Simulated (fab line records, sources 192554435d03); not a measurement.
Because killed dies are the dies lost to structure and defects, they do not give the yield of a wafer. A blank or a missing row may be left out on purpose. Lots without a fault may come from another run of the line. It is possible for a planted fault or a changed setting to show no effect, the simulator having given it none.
Lot-split experiment	flow n5Finfet	on a route of 1938 steps: 7 lots, 21 wafers read

== ON THE SPLIT ==
At N5_DUMMY_GATE_COAT_28 (time 60 s, resist thk 10 nm), the setting spinRpm was moved away from the recipe's 1500 rpm on 7 of the 21 wafers read, by -4.3% to +9.1%. For the rest of the wafers, this setting stayed at what the recipe calls for.

Reading taken at the split's own step.

== THE READING ==
underlayer_of_DUMMY_GATE_COAT_28.thkNm (the simulator's own value, which no gauge read), in nm, at N5_DUMMY_GATE_COAT_28 (time 60 s, resist thk 10 nm). The file does not state a usual value for it.

wafer	tool, chamber at the split	spinRpm as run, rpm	against the recipe	underlayer_of_DUMMY_GATE_COAT_28.thkNm, nm	against lot-mates on the recipe
L075.1	lithoTrack-02, 0	1500	recipe	10	-
L075.4	lithoTrack-02, 0	1500	recipe	10	-
L075.6	lithoTrack-02, 0	1500	recipe	10	-
L076.1	lithoTrack-04, 0	1637	+9.1%	9.6	-0.4
L076.6	lithoTrack-04, 0	1637	+9.1%	9.6	-0.4
L076.4	lithoTrack-04, 0	1500	recipe	10	-
L077.2	lithoTrack-03, 0	1607	+7.1%	9.6	-0.4
L077.3	lithoTrack-03, 0	1500	recipe	10	-
L077.4	lithoTrack-03, 0	1500	recipe	10	-
L078.1	lithoTrack-03, 0	1435	-4.3%	10.2	+0.2
L078.4	lithoTrack-03, 0	1500	recipe	10	-
L078.6	lithoTrack-03, 0	1500	recipe	10	-
L079.1	lithoTrack-03, 0	1500	recipe	10	-
L079.3	lithoTrack-03, 0	1500	recipe	10	-
L079.4	lithoTrack-03, 0	1500	recipe	10	-
L080.1	lithoTrack-02, 0	1500	recipe	10	-
L080.4	lithoTrack-02, 0	1439	-4.1%	10.2	+0.2
L080.6	lithoTrack-02, 0	1439	-4.1%	10.2	+0.2
L094.4	lithoTrack-03, 0	1500	recipe	10	-
L094.5	lithoTrack-03, 0	1500	recipe	10	-
L094.6	lithoTrack-03, 0	1634	+8.9%	9.6	-0.4

THE FIT
A straight line over all 21 wafers: underlayer_of_DUMMY_GATE_COAT_28.thkNm changes by -0.0465 nm for each +1% of spinRpm; r = -1.00; the points scatter about the line by 0.018 nm.
The same after taking each lot's own level away (the mean of its wafers on the recipe; 21 wafers): -0.0465 nm for each +1%; r = -1.00; scatter 0.018 nm.
On that fit, the largest move of spinRpm shifts the reading by 0.42 nm.
The lots' own levels span 10.00 to 10.00 nm.
The two slopes are in agreement: the lot-to-lot level therefore moves the slope only a little.
Check: -0.432 nm against its lot-mates is what the line predicts for one of the wafers moved furthest among these (+9.1%) when that wafer is left out of the fit. It came out at -0.4 nm against them.

== THESE WAFERS: OTHER SPLITS ==
These wafers also went through other splits before the reading. Each is held against what the fit with the lots' levels taken away leaves over:
other split on the same wafers	wafers away from the commonest value	r with underlayer_of_DUMMY_GATE_COAT_28.thkNm (lot level and that fit taken away)
N5_WELL_APT_COAT_19 spinRpm	5	+0.24
N5_PMOS_HMC_CHANNEL_EPI_PEB_07 pebTempC	2	-0.01

== FILE'S OWN FIT ==
underlayer_of_DUMMY_GATE_COAT_28.thkNm changes by -0.0471 nm for each +1% of spinRpm, r = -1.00.
